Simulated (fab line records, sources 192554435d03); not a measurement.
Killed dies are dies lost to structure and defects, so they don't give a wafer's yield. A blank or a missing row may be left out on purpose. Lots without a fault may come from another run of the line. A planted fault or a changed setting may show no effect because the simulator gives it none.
fab line records | flow n5_finfet
record lots=7 wafers=19 last_day=20
route steps=1938 shown BEOL_M13@1672 BEOL_M15@1830 PASSIVATION@1936
lots that met no fault: from a run of the same line without faults
start_h: hours from the record's first day to the start of the lot's first wafer shown | wait_h: hours since the lot's step before | " the same as in the row above | L1.1+2: a row that stands for several wafers | - no value, or no start given | * or withheld: withheld | < > ~ a bound
route shown NAME@n: a module of which the file shows steps, and the number in the route of the first | usual: mean/standard deviation of fault-free wafers | same: alike in all rows | chamber/n: place in a boat | sites: the reading at each site | _std_site: their standard deviation | _edge_site: outer sites' mean less inner sites' | radius_mm: how far each site lies from the wafer's centre | mask NAME#n: copy n | behind: the tool/chamber that last shaped the wafer | hold: why the lot was held/for how many hours/how that ended | device: the transistor (n, p or np) that didn't switch | end of line: the same wafers' tests at the end of the route | a step without rows: its recipe alone | killed: dies lost to structure and defects at the first sort, not the wafer's yield | map: a wafer's dies, x killed, . not, _ none there
set.NAME: the setting as run; set.NAME@STEP: as run at that earlier step | model.NAME: the simulator's own value behind a step, which no gauge read
steps of the route over a sample of lots; a table a step, a row a wafer
services: from which hour (start_h, from the record's first day; less than 0 if before it) a tool's chamber was out of use, for how many hours, and why
## steps
# step N5_BEOL_M13_DESCUM_15
# recipe chemistry=O2 time_s=7.9 source_power_w=50 bias_power_w=20 pressure_mtorr=20 rf_frequency_hz=2.712e+07 temp_c=40 o2_flow_sccm=225
# usual drypump_motor_current_A=5.6/0.5 oes_product_au=0.80/0.088 rf_vpp_V=243.4/1.5 showerhead_plenum_p_Torr=2.10/0.081 throttle_valve_pct=20.44/0.21
# columns lot.wafer tool chamber start_h wait_h drypump_motor_current_A oes_product_au rf_hours_counter_h rf_vpp_V showerhead_plenum_p_Torr throttle_valve_pct
L204.1 rie_diel-06 0 262.82 0.0 5.2 0.91 32 242.6 2.05 20.26
L204.3 " 2 " " 6.4 0.74 181 241.3 2.00 20.32
L204.5 " 0 " " 5.2 0.89 - 241.3 2.05 20.27
L212.2 rie_diel-03 3 322.35 0.0 5.5 0.84 60 244.5 2.22 20.32
L212.3 " 0 " " 4.7 0.77 87 241.8 2.03 20.30
L212.5 " 0 " " 4.7 0.78 - 241.5 2.03 20.29
L218.2 rie_diel-06 3 376.11 0.0 5.5 0.67 254 243.3 2.05 20.70
L218.4 " 0 " " 5.2 0.85 - 242.7 2.04 20.32
L220.1 rie_diel-06 3 382.56 0.0 5.4 0.66 256 242.9 2.05 20.71
L220.2 " 2 " " 6.4 0.71 212 239.9 1.99 20.35
L227.1 rie_diel-03 1 418.93 0.0 6.0 0.91 29 243.4 2.13 20.24
L227.2 " 2 " " 5.3 0.86 57 244.3 2.22 20.43
L227.5 " 0 " " 4.7 0.76 - 242.3 2.02 20.34
L225.4 rie_diel-02 3 421.85 0.0 5.8 0.71 165 242.6 2.00 20.85
L225.5 " 1 " " 6.3 0.82 - 244.0 2.11 20.27
L225.6 " 0 " " 5.6 0.82 - 241.3 2.04 20.46
L226.2 rie_diel-02 1 437.90 0.2 6.3 0.82 87 243.2 2.11 20.28
L226.3 " 0 " " 5.6 0.82 100 242.8 2.03 20.49
L226.6 " 2 " " 6.0 0.68 - 244.8 2.16 20.66
# step N5_BEOL_M13_DESCUM_33
# recipe chemistry=O2 time_s=7.9 source_power_w=50 bias_power_w=20 pressure_mtorr=20 rf_frequency_hz=2.712e+07 temp_c=40 o2_flow_sccm=225
# usual drypump_motor_current_A=5.7/0.46 oes_product_au=0.79/0.087 rf_vpp_V=243.0/1.4 showerhead_plenum_p_Torr=2.09/0.074 throttle_valve_pct=20.48/0.21
# columns lot.wafer tool chamber start_h wait_h drypump_motor_current_A oes_product_au rf_hours_counter_h rf_vpp_V showerhead_plenum_p_Torr throttle_valve_pct
L204.1 rie_diel-02 2 263.89 0.0 6.0 0.71 191 244.0 2.18 20.60
L204.3 " 0 " " 5.6 0.87 48 243.9 2.05 20.40
L204.5 " 2 " " 6.0 0.71 - 243.6 2.18 20.62
L212.2 rie_diel-02 2 323.35 0.1 6.1 0.70 209 242.9 2.17 20.64
L212.3 " 1 " " 6.4 0.85 53 244.4 2.13 20.23
L212.5 " 2 " " 6.1 0.70 - 244.3 2.17 20.62
L218.2 rie_diel-02 3 377.19 0.0 5.8 0.73 150 241.2 2.00 20.84
L218.4 " 0 " " 5.6 0.82 80 242.2 2.04 20.46
L220.1 rie_diel-02 1 383.76 0.3 6.4 0.84 69 243.8 2.12 20.25
L220.2 " 2 " " 6.0 0.69 224 243.0 2.17 20.65
L227.1 rie_diel-06 1 420.06 0.2 5.6 0.94 10 243.9 2.15 20.51
L227.2 " 2 " " 6.4 0.69 223 241.5 1.99 20.36
L227.5 " 0 " " 5.2 0.84 - 242.4 2.04 20.33
L225.4 rie_diel-03 2 422.92 0.0 5.3 0.87 58 244.9 2.22 20.43
L225.5 " 3 " " 5.5 0.81 - 244.4 2.21 20.38
L225.6 " 0 " " 4.8 0.75 - 242.9 2.02 20.34
L226.2 rie_diel-03 1 438.91 0.0 6.0 0.91 35 243.7 2.13 20.24
L226.3 " 3 " " 5.5 0.80 95 245.6 2.21 20.36
L226.6 " 3 " " 5.5 0.80 - 245.7 2.21 20.37
# step N5_BEOL_M13_TRENCH_ETCH_34
# recipe chemistry=C4F8/O2/Ar target=SiOC target_depth_a=4134.7 mask_material=SOC pressure_mtorr=30 source_w=3000 bias_w=700 Ar_flow_sccm=400 C4F8_flow_sccm=15 O2_flow_sccm=8 he_inner_torr=15 he_outer_torr=30 time_s=162.6 ion_energy_ev=250
# usual O2_flow_sccm=8.002/0.025 drypump_motor_current_A=5.7/0.46 oes_product_au=0.79/0.086 rf_vpp_V=665/3.2 showerhead_plenum_p_Torr=3.41/0.11 throttle_valve_pct=24.25/0.2
# columns lot.wafer tool chamber start_h wait_h O2_flow_sccm drypump_motor_current_A oes_product_au rf_hours_counter_h rf_vpp_V showerhead_plenum_p_Torr throttle_valve_pct
L204.1 rie_diel-02 2 264.29 0.0 8.018 6.0 0.71 191 670 3.54 24.31
L204.3 " 0 " " 8.031 5.6 0.88 48 664 3.35 24.13
L204.5 " 2 " " 7.976 6.0 0.72 - 667 3.54 24.30
L212.2 rie_diel-02 2 323.75 0.0 8.035 6.0 0.71 209 668 3.53 24.32
L212.3 " 1 " " 7.977 6.4 0.85 53 667 3.48 24.09
L212.5 " 2 " " 7.994 6.0 0.70 - 668 3.53 24.32
L218.2 rie_diel-02 3 377.59 0.0 8.036 5.8 0.91 150 662 3.28 24.67
L218.4 " 0 " " 7.990 5.7 0.83 80 663 3.33 24.19
L220.1 rie_diel-02 1 384.16 0.0 8.031 6.3 1.05 69 667 3.47 24.16
L220.2 " 2 " " 8.049 6.0 0.88 224 668 3.52 24.40
L227.1 rie_diel-06 1 420.46 0.0 7.990 5.6 0.96 10 669 3.48 24.25
L227.2 " 2 " " 8.033 6.5 0.69 224 661 3.25 24.09
L227.5 " 0 " " 7.991 5.2 0.84 - 663 3.34 24.16
L225.4 rie_diel-03 2 423.32 0.0 7.994 5.3 0.86 58 671 3.59 24.15
L225.5 " 3 " " 8.018 5.5 0.80 - 669 3.57 24.04
L225.6 " 0 " " 7.990 4.8 0.75 - 663 3.32 24.13
L226.2 rie_diel-03 1 439.31 0.0 8.015 6.1 0.90 35 667 3.48 24.08
L226.3 " 3 " " 8.002 5.5 0.80 95 670 3.57 24.05
L226.6 " 3 " " 7.987 5.5 0.81 - 672 3.57 24.03
# step N5_BEOL_M13_OCD_MEAS_35
# usual trench_depth_nm=412/4.6
# columns lot.wafer tool chamber start_h wait_h trench_depth_nm
L204.1 ocd-02 - 264.47 0.0 407
L204.3 " - " " 415
L204.5 " - " " 410
L212.2 ocd-01 - 323.93 0.0 411
L212.3 " - " " 411
L212.5 " - " " 407
L218.2 ocd-02 - 377.77 0.0 571
L218.4 " - " " 409
L220.1 ocd-01 - 384.34 0.0 583
L220.2 " - " " 578
L227.1 ocd-01 - 420.64 0.0 422
L227.2 " - " " 404
L227.5 " - " " 412
L225.4 ocd-02 - 423.50 0.0 415
L225.5 " - " " 413
L225.6 " - " " 410
L226.2 ocd-02 - 439.49 0.0 420
L226.3 " - " " 414
L226.6 " - " " 412
# step N5_BEOL_M13_DEGAS_41
# recipe ambient=vacuum temp_c=250 time_s=60
# usual heater_power_w=357/39 susceptor_temp_C=250.00/0.18
# columns lot.wafer tool chamber start_h wait_h heater_power_w susceptor_temp_C
L204.1 pvd_sputter-03 - 266.32 0.0 295 250.22
L204.3 " - " " 417 249.98
L204.5 " - " " 304 250.20
L212.2 pvd_sputter-02 - 326.38 0.3 385 250.04
L212.3 " - " " 415 249.63
L212.5 " - " " 401 250.01
L218.2 pvd_sputter-01 - 379.19 0.3 393 249.90
L218.4 " - " " 302 250.16
L220.1 pvd_sputter-02 - 387.17 0.1 378 250.07
L220.2 " - " " 388 249.95
L227.1 pvd_sputter-03 - 422.11 0.6 399 250.09
L227.2 " - " " 329 249.79
L227.5 " - " " 420 250.07
L225.4 pvd_sputter-01 - 424.54 0.4 319 250.02
L225.5 " - " " 404 250.10
L225.6 " - " " 344 250.01
L226.2 pvd_sputter-02 - 442.21 0.3 389 250.07
L226.3 " - " " 405 249.96
L226.6 " - " " 367 249.96
# step N5_BEOL_M13_THK_MEAS_50
# recipe thk_meas_gauge=xrf reads=Cu_of_BEOL_M13_ECD_47
# usual M13_THK=413/5.8
# columns lot.wafer tool chamber start_h wait_h M13_THK[nm]
L204.1 film_metro-01 - 267.70 - 408
L204.3 " - " " 416
L204.5 " - " " 415
L212.2 film_metro-02 - 327.49 - 411
L212.3 " - " " 411
L212.5 " - " " 405
L218.2 film_metro-01 - 380.48 - 573
L218.4 " - " " 414
L220.1 film_metro-02 - 389.06 - 581
L220.2 " - " " 572
L227.1 film_metro-02 - 423.24 - 424
L227.2 " - " " 408
L227.5 " - " " 413
L225.4 film_metro-02 - 425.65 - 411
L225.5 " - " " 409
L225.6 " - " " 408
L226.2 film_metro-01 - 443.32 - 424
L226.3 " - " " 415
L226.6 " - " " 414
# step N5_BEOL_M13_RS_MEAS_54
# recipe thk_meas_gauge=four-point-probe reads=Cu_of_BEOL_M13_ECD_47+Ta_of_BEOL_M13_SPUTTER_44+TaN_of_BEOL_M13_SPUTTER_43
# usual M13_RS=0.0450/0.00055
# columns lot.wafer tool chamber start_h wait_h M13_RS[ohm/sq]
L204.1 film_metro-02 - 267.86 0.1 0.0456
L204.3 " - " " 0.0446
L204.5 " - " " 0.0452
L212.2 film_metro-02 - 327.62 0.1 0.0450
L212.3 " - " " 0.0450
L212.5 " - " " 0.0453
L218.2 film_metro-01 - 380.61 0.1 0.0324
L218.4 " - " " 0.0455
L220.1 film_metro-02 - 389.19 0.0 0.0315
L220.2 " - " " 0.0319
L227.1 film_metro-02 - 423.37 0.0 0.0437
L227.2 " - " " 0.0460
L227.5 " - " " 0.0451
L225.4 film_metro-01 - 425.78 0.0 0.0448
L225.5 " - " " 0.0453
L225.6 " - " " 0.0451
L226.2 film_metro-02 - 443.45 0.1 0.0441
L226.3 " - " " 0.0450
L226.6 " - " " 0.0451
# step N5_BEOL_M15_RC_MEAS_101
# usual COMB_M10=1.4e-11/3e-12 COMB_M11=1.49e-11/2.9e-12 COMB_M12=6e-12/1.2e-12 COMB_M14=3.4e-12/7.4e-13 COMB_M15=2.3e-12/5.6e-13 COMB_M5=3.5e-11/7.8e-12 COMB_M6=2.5e-11/4.9e-12 COMB_M7=2.5e-11/4.9e-12 COMB_M8=2.4e-11/4.4e-12 COMB_M9=1.5e-11/3.1e-12 COMB_M9_max_site=2.1e-11/5.1e-12 SERP_M10=3.07/0.079 SERP_M11=3.07/0.065 SERP_M11_max_site=3.16/0.07 SERP_M12=0.640/0.016 SERP_M13=0.309/0.0053 SERP_M13_max_site=0.312/0.0055 SERP_M14=0.1612/0.0029 SERP_M5=39.1/1.3 SERP_M6=13.8/0.44 SERP_M7=14.0/0.46 SERP_M8=14.1/0.47 SERP_M9=3.06/0.068
# columns lot.wafer tool chamber start_h wait_h COMB_M10[S/m] COMB_M11[S/m] COMB_M12[S/m] COMB_M14[S/m] COMB_M15[S/m] COMB_M5[S/m] COMB_M6[S/m] COMB_M7[S/m] COMB_M8[S/m] COMB_M9[S/m] COMB_M9_max_site[S/m] SERP_M10[ohm/um] SERP_M11[ohm/um] SERP_M11_max_site[ohm/um] SERP_M12[ohm/um] SERP_M13[ohm/um] SERP_M13_max_site[ohm/um] SERP_M14[ohm/um] SERP_M5[ohm/um] SERP_M6[ohm/um] SERP_M7[ohm/um] SERP_M8[ohm/um] SERP_M9[ohm/um]
L204.1 prober-01 0 277.27 0.0 1.4e-11 1.57e-11 7.1e-12 4.4e-12 2.5e-12 3.6e-11 2.1e-11 3e-11 2.2e-11 1.3e-11 1.9e-11 3.11 3.07 3.17 0.638 0.315 0.319 0.1589 40.4 13.7 13.7 14.4 3.10
L204.3 " 0 " " 1.4e-11 1.25e-11 8.6e-12 3.9e-12 1.7e-12 3.4e-11 2.6e-11 2.7e-11 2.1e-11 1.3e-11 1.9e-11 2.96 3.04 3.20 0.648 0.307 0.311 0.1594 38.5 13.9 13.1 14.6 3.08
L204.5 " 0 " " 1.9e-11 2.01e-11 6.7e-12 3.6e-12 2.5e-12 4e-11 2.3e-11 2.7e-11 3e-11 1.6e-11 2.6e-11 2.87 3.09 3.19 0.641 0.312 0.316 0.1641 38.0 14.2 13.7 14.5 3.07
L212.2 prober-01 0 337.28 0.2 1.2e-11 1.11e-11 6.6e-12 3.6e-12 2e-12 3e-11 2.2e-11 2e-11 1.5e-11 1.3e-11 2.3e-11 3.10 3.11 3.23 0.640 0.312 0.316 0.1622 37.9 14.5 14.0 14.4 3.11
L212.3 " 0 " " 1.5e-11 1.26e-11 5e-12 3.7e-12 1.9e-12 2.8e-11 2.6e-11 2.8e-11 2e-11 1.4e-11 1.9e-11 3.00 3.07 3.19 0.657 0.312 0.315 0.1569 41.2 13.7 13.4 13.9 3.07
L212.5 " 0 " " 1.4e-11 1.74e-11 6e-12 3.7e-12 1.7e-12 3.2e-11 2.5e-11 2.9e-11 2.2e-11 1.7e-11 2.6e-11 3.16 3.19 3.24 0.642 0.312 0.316 0.1649 38.9 14.2 14.0 13.7 3.02
L218.2 prober-01 0 394.45 0.2 9e-12 1.46e-11 4.8e-12 2.7e-12 2.3e-12 2.7e-11 2.2e-11 2.5e-11 2.2e-11 1.4e-11 2.2e-11 3.28 3.08 3.13 0.668 0.220 0.223 0.1636 39.4 14.0 13.9 15.0 3.03
L218.4 " 0 " " 1.3e-11 1.29e-11 5.6e-12 3.3e-12 2.5e-12 3.9e-11 2e-11 3e-11 3.1e-11 1.3e-11 1.7e-11 3.08 3.10 3.15 0.655 0.314 0.318 0.1619 41.2 14.3 13.9 15.4 3.13
L220.1 prober-01 0 404.01 0.0 1.3e-11 1.4e-11 5.7e-12 2.7e-12 2.6e-12 3.9e-11 2.1e-11 2.3e-11 3.4e-11 1.8e-11 3.3e-11 3.05 3.22 3.28 0.626 0.215 0.218 0.1660 41.2 13.5 14.8 14.3 3.03
L220.2 " 0 " " 1.8e-11 1.19e-11 6.3e-12 4.5e-12 2.8e-12 3.4e-11 2.1e-11 2.6e-11 2.1e-11 1.6e-11 2.3e-11 3.12 3.12 3.19 0.608 0.219 0.221 0.1631 36.8 13.8 14.4 13.9 3.09
L227.1 prober-01 0 436.38 0.0 1.2e-11 1.14e-11 6e-12 4.3e-12 2.2e-12 3.2e-11 2.5e-11 2.5e-11 2.2e-11 1.6e-11 2.3e-11 3.18 3.12 3.22 0.644 0.302 0.304 0.1583 38.3 14.3 14.0 13.5 3.02
L227.2 " 0 " " 1.5e-11 1.38e-11 7.8e-12 3.9e-12 2.8e-12 2.9e-11 2.8e-11 2.4e-11 2.5e-11 1.4e-11 1.9e-11 3.14 3.08 3.13 0.638 0.316 0.320 0.1587 39.0 13.7 14.3 13.9 2.98
L227.5 " 0 " " 1.2e-11 1e-11 6.6e-12 4.2e-12 2.3e-12 2.5e-11 2e-11 3.3e-11 3e-11 1.3e-11 1.6e-11 3.11 3.05 3.16 0.641 0.310 0.313 0.1623 36.8 13.9 13.9 14.2 3.04
L225.4 prober-02 0 440.40 0.5 1.2e-11 8.4e-12 6e-12 6.4e-12 1.4e-12 3.2e-11 2.8e-11 2.3e-11 1.7e-11 1.3e-11 1.9e-11 3.01 3.13 3.18 0.621 0.304 0.309 0.1631 37.9 14.0 13.7 13.3 3.14
L225.5 " 0 " " 1.2e-11 1.53e-11 4.7e-12 3.1e-12 2.4e-12 2.8e-11 1.6e-11 2.2e-11 1.7e-11 1.3e-11 2.2e-11 3.04 3.09 3.21 0.639 0.306 0.311 0.1669 37.1 13.8 13.9 13.9 3.18
L225.6 " 0 " " 1.3e-11 1.33e-11 7.7e-12 4.3e-12 2.3e-12 3.3e-11 3.5e-11 1.7e-11 2e-11 1.4e-11 2.7e-11 2.91 3.20 3.27 0.622 0.307 0.309 0.1630 38.4 14.4 13.8 14.0 3.12
L226.2 prober-01 0 457.46 0.2 1.7e-11 2.12e-11 5.4e-12 3.3e-12 2.3e-12 6e-11 2.2e-11 1.9e-11 2.3e-11 1.7e-11 2.5e-11 3.13 3.03 3.18 0.638 0.305 0.309 0.1595 39.0 14.3 14.2 14.1 3.04
L226.3 " 0 " " 1.4e-11 1.15e-11 7.5e-12 2.4e-12 2.8e-12 3.7e-11 2.4e-11 2.2e-11 3e-11 2.2e-11 3e-11 3.03 3.08 3.17 0.633 0.310 0.312 0.1610 38.9 14.1 14.7 14.7 3.12
L226.6 " 0 " " 1.5e-11 1.64e-11 7.2e-12 3.1e-12 2.5e-12 4.4e-11 2e-11 1.9e-11 2.7e-11 1.9e-11 2.6e-11 3.15 3.04 3.17 0.622 0.313 0.315 0.1622 38.0 14.5 14.3 14.5 3.05
# sites SERP_M13 radius_mm=0,75,75,75,75,140,140,140,140
L204.1 0.315 0.319 0.314 0.316 0.318 0.313 0.314 0.314 0.316
L212.2 0.315 0.316 0.310 0.313 0.312 0.311 0.309 0.311 0.312
L218.2 0.221 0.222 0.220 0.221 0.219 0.218 0.220 0.220 0.223
L220.1 0.218 0.217 0.215 0.217 0.215 0.213 0.212 0.216 0.212
L227.1 0.297 0.303 0.302 0.303 0.301 0.304 0.302 0.302 0.298
L225.4 0.302 0.306 0.309 0.306 0.305 0.304 0.302 0.302 0.301
L226.2 0.304 0.307 0.301 0.308 0.302 0.309 0.303 0.306 0.305
# step N5_PASSIVATION_PROBE_49
# usual defect_limited_yield=91.6/1.6 killed_at_M0_to_M3=32/9.7 killed_at_M4_up=13/4.4 killed_at_contacts=12/6.5 killed_at_front_end=38/12 killed_at_other=3.7/3 killed_dies=99/18 killed_open=66/14 killed_short=32/7.5 sort_bin_5_function=4.9/1 sort_bin_6_memory=3.2/0.73 sort_n_pass=1081/18 sort_yield_pct=91.6/1.6
# same gross_dies=1180 killed_at_back_side=0 sort_bin_4_leakage[%]=0 sort_bin_8_speed[%]=0
# columns lot.wafer tool chamber start_h wait_h defect_limited_yield[%] killed_at_M0_to_M3 killed_at_M4_up killed_at_contacts killed_at_front_end killed_at_other killed_dies killed_open killed_short sort_bin_5_function[%] sort_bin_6_memory[%] sort_n_pass sort_yield_pct[%]
L212.2 prober-02 - 353.72 0.1 93.2 32 14 17 14 3 80 63 17 3.8 2.9 1100 93.2
L212.3 prober-02 - 353.77 0.1 90.4 39 13 8 44 9 113 75 36 5.6 3.7 1067 90.4
L212.5 prober-02 - 353.87 0.2 91.7 27 9 9 43 10 98 63 34 4.6 3.3 1082 91.7
L218.2 prober-01 - 409.04 0.1 91.2 48 10 11 32 3 104 67 34 5.5 3.0 1076 91.2
L218.4 prober-01 - 409.14 0.2 90.8 41 16 14 34 4 109 77 32 5.6 3.1 1071 90.8
L220.1 prober-01 - 419.29 0.0 92.7 27 14 6 33 6 86 58 27 4.3 2.7 1094 92.7
L227.1 prober-02 - 454.09 0.0 91.0 34 11 14 45 2 106 62 40 4.9 3.4 1074 91.0
L227.2 prober-02 - 454.14 0.1 88.6 40 24 16 53 2 135 85 47 6.7 4.7 1045 88.6
L227.5 prober-02 - 454.29 0.2 91.7 35 19 12 29 3 98 75 23 5.3 2.8 1082 91.7
L225.4 prober-02 - 455.37 0.2 89.6 33 18 9 58 5 123 89 32 6.6 3.4 1057 89.6
L225.5 prober-02 - 455.42 0.2 89.8 30 13 5 68 4 120 80 39 6.4 3.6 1060 89.8
L225.6 prober-02 - 455.47 0.3 90.6 39 4 20 45 3 111 73 38 4.9 4.0 1069 90.6
L226.2 prober-01 - 472.01 0.1 88.5 33 22 6 63 12 136 96 39 6.9 4.2 1044 88.5
L226.3 prober-01 - 472.06 0.1 91.1 36 15 10 36 8 105 68 36 4.5 3.8 1075 91.1
L226.6 prober-01 - 472.21 0.3 90.0 46 17 6 41 8 118 88 30 6.0 3.8 1062 90.0
# killed by level:class
L212.2 MOL_CONTACT_COAG:geometric_particle:open=16 BEOL_M3:geometric_particle:open=10 BEOL_M0_SAQP:geometric_particle:short=8 BEOL_M2:geometric_particle:open=7 BEOL_M0_SAQP:geometric_particle:open=5 BEOL_M7:geometric_particle:open=5 DUMMY_GATE:geometric_particle:open=4 GATE_CUT:geometric_particle:short=4
L212.3 BEOL_M0_SAQP:geometric_particle:open=12 BEOL_M2:geometric_particle:open=9 BEOL_M0_SAQP:geometric_particle:short=8 GATE_CUT:geometric_particle:short=7 MOL_CONTACT_COAG:geometric_particle:open=7 BEOL_M3:geometric_particle:open=6 FIN_SAQP:geometric_particle:short=5 STARTING-WAFER:geometric_particle:short=5
L212.5 STI_FIN_REVEAL:geometric_particle:open=11 MOL_CONTACT_COAG:geometric_particle:open=9 DUMMY_GATE:geometric_particle:open=8 FIN_SAQP:geometric_particle:short=7 BEOL_M2:geometric_particle:open=7 BEOL_M3:geometric_particle:open=5 BEOL_M0_SAQP:geometric_particle:short=4 BEOL_M1:geometric_particle:short=4
L218.2 BEOL_M0_SAQP:geometric_particle:open=13 BEOL_M0_SAQP:geometric_particle:short=9 BEOL_M3:geometric_particle:open=8 FIN_SAQP:geometric_particle:short=7 FIN_SAQP:geometric_particle:open=7 MOL_CONTACT_COAG:geometric_particle:open=6 BEOL_M0:geometric_particle:open=5 BEOL_M2:geometric_particle:open=5
L218.4 FIN_SAQP:geometric_particle:open=14 BEOL_M1:geometric_particle:open=14 MOL_CONTACT_COAG:geometric_particle:open=12 BEOL_M3:geometric_particle:open=9 BEOL_M0_SAQP:geometric_particle:short=6 BEOL_M4:geometric_particle:open=6 DUMMY_GATE:geometric_particle:open=5 FIN_SAQP:geometric_particle:short=4
L220.1 BEOL_M3:geometric_particle:open=12 MOL_CONTACT_COAG:geometric_particle:open=6 FIN_SAQP:geometric_particle:short=5 BEOL_M0_SAQP:geometric_particle:open=5 FIN_SAQP:geometric_particle:open=4 DUMMY_GATE:geometric_particle:open=4 GATE_CUT:geometric_particle:short=4 BEOL_M0_SAQP:geometric_particle:short=4
L227.1 MOL_CONTACT_COAG:geometric_particle:open=12 BEOL_M0_SAQP:geometric_particle:short=11 BEOL_M0_SAQP:geometric_particle:open=10 FIN_SAQP:geometric_particle:open=7 GATE_CUT:geometric_particle:short=6 STI_FIN_REVEAL:geometric_particle:open=5 DUMMY_GATE:geometric_particle:open=5 BEOL_M2:geometric_particle:open=5
L227.2 STI_FIN_REVEAL:geometric_particle:open=16 MOL_CONTACT_COAG:geometric_particle:open=14 BEOL_M4:geometric_particle:open=12 BEOL_M0_SAQP:geometric_particle:short=10 BEOL_M0_SAQP:geometric_particle:open=9 BEOL_M3:geometric_particle:open=9 GATE_CUT:geometric_particle:short=7 STI_FIN_REVEAL:geometric_particle:short=6
L227.5 BEOL_M0_SAQP:geometric_particle:open=13 MOL_CONTACT_COAG:geometric_particle:open=11 STI_FIN_REVEAL:geometric_particle:open=8 BEOL_M0_SAQP:geometric_particle:short=8 BEOL_M4:geometric_particle:open=8 FIN_SAQP:geometric_particle:open=6 BEOL_M2:geometric_particle:open=4 BEOL_M3:geometric_particle:open=4
L225.4 FIN_SAQP:geometric_particle:open=14 STI_FIN_REVEAL:geometric_particle:open=12 BEOL_M0:geometric_particle:open=8 BEOL_M1:geometric_particle:open=8 FIN_SAQP:geometric_particle:short=7 MOL_CONTACT_COAG:geometric_particle:open=7 DUMMY_GATE:geometric_particle:open=6 BEOL_M3:geometric_particle:open=6
L225.5 FIN_SAQP:geometric_particle:open=21 STI_FIN_REVEAL:geometric_particle:open=15 FIN_SAQP:geometric_particle:short=14 BEOL_M0_SAQP:geometric_particle:short=7 BEOL_M0_SAQP:geometric_particle:open=6 DUMMY_GATE:geometric_particle:open=6 BEOL_M3:geometric_particle:open=6 BEOL_M5:geometric_particle:open=5
L225.6 MOL_CONTACT_COAG:geometric_particle:open=15 BEOL_M0_SAQP:geometric_particle:open=13 FIN_SAQP:geometric_particle:short=7 FIN_SAQP:geometric_particle:open=7 BEOL_M0_SAQP:geometric_particle:short=7 DUMMY_GATE:geometric_particle:open=6 BEOL_M2:geometric_particle:open=6 STI_FIN_REVEAL:geometric_particle:open=5
L226.2 STI_FIN_REVEAL:geometric_particle:open=17 FIN_SAQP:geometric_particle:open=15 BEOL_M4:geometric_particle:open=13 FIN_SAQP:geometric_particle:short=12 BEOL_M3:geometric_particle:open=12 BEOL_M2:geometric_particle:open=9 BEOL_M1:geometric_particle:open=8 PASS1_DEP:geometric_particle:short=6
L226.3 STI_FIN_REVEAL:geometric_particle:open=12 BEOL_M3:geometric_particle:open=10 BEOL_M4:geometric_particle:open=10 MOL_CONTACT_COAG:geometric_particle:short=7 BEOL_M2:geometric_particle:open=7 FIN_SAQP:geometric_particle:open=6 FIN_SAQP:geometric_particle:short=6 BEOL_M0_SAQP:geometric_particle:short=5
L226.6 BEOL_M3:geometric_particle:open=15 STI_FIN_REVEAL:geometric_particle:open=14 BEOL_M1:geometric_particle:open=12 BEOL_M4:geometric_particle:open=11 FIN_SAQP:geometric_particle:short=9 DUMMY_GATE:geometric_particle:open=8 MOL_CONTACT_COAG:geometric_particle:open=5 FIN_SAQP:geometric_particle:open=4
## services
# columns tool chamber start_h hours kind
rie_diel-06 3 252.54 2.8 repair
rie_diel-03 1 260.48 6.6 repair
pvd_sputter-02 - 265.13 12.8 repair
rie_diel-03 1 280.85 - clean
rie_diel-03 1 280.85 - consumable_replace:focus_ring
rie_diel-03 1 280.85 20.3 scheduled_down
rie_diel-03 1 280.85 20.3 vent_cycle
rie_diel-03 3 318.68 3.2 repair
rie_diel-06 3 326.10 3.0 repair
rie_diel-06 1 356.46 - clean
rie_diel-06 1 356.46 - consumable_replace:focus_ring
rie_diel-06 1 356.46 29.5 scheduled_down
rie_diel-06 1 356.46 29.5 vent_cycle
pvd_sputter-03 - 361.72 2.7 repair
rie_diel-03 2 381.01 1.2 repair
rie_diel-02 - 383.04 0.7 repair
rie_diel-06 - 385.21 14.6 pm
rie_diel-03 1 388.62 8.8 repair
rie_diel-06 3 399.81 - clean
rie_diel-06 3 399.81 - consumable_replace:focus_ring
rie_diel-06 3 399.81 20.3 scheduled_down
rie_diel-06 3 399.81 20.3 vent_cycle
rie_diel-02 2 428.98 2.7 repair
pvd_sputter-03 - 442.05 4.1 repair
## key
first_sign step=N5_BEOL_M13_OCD_MEAS_35 reading=trench_depth_nm direction=up sigmas=36 usual=412 struck=577
effect step=N5_BEOL_M13_THK_MEAS_50 reading=M13_THK direction=up sigmas=28 usual=413 struck=575
effect step=N5_BEOL_M13_RS_MEAS_54 reading=M13_RS direction=down sigmas=24 usual=0.0450 struck=0.0319
effect step=N5_BEOL_M15_RC_MEAS_101 reading=SERP_M13 direction=down sigmas=17 usual=0.309 struck=0.218
met_at N5_BEOL_M13_TRENCH_ETCH_34
struck_lots L218,L220
struck_wafers L218.2,L220.1,L220.2
not_acting_at N5_BEOL_M13_DESCUM_15,N5_BEOL_M13_DESCUM_33,N5_BEOL_M13_DEGAS_41
onset_between 323.75 377.59
fault kind=process_parameter_drift tool=rie_diel-02 chamber=- onset_h=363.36 steps=N5_BEOL_M13_TRENCH_ETCH_34 channel=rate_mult offset=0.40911 shape=step end_h=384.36 scope=struck_wafers_only
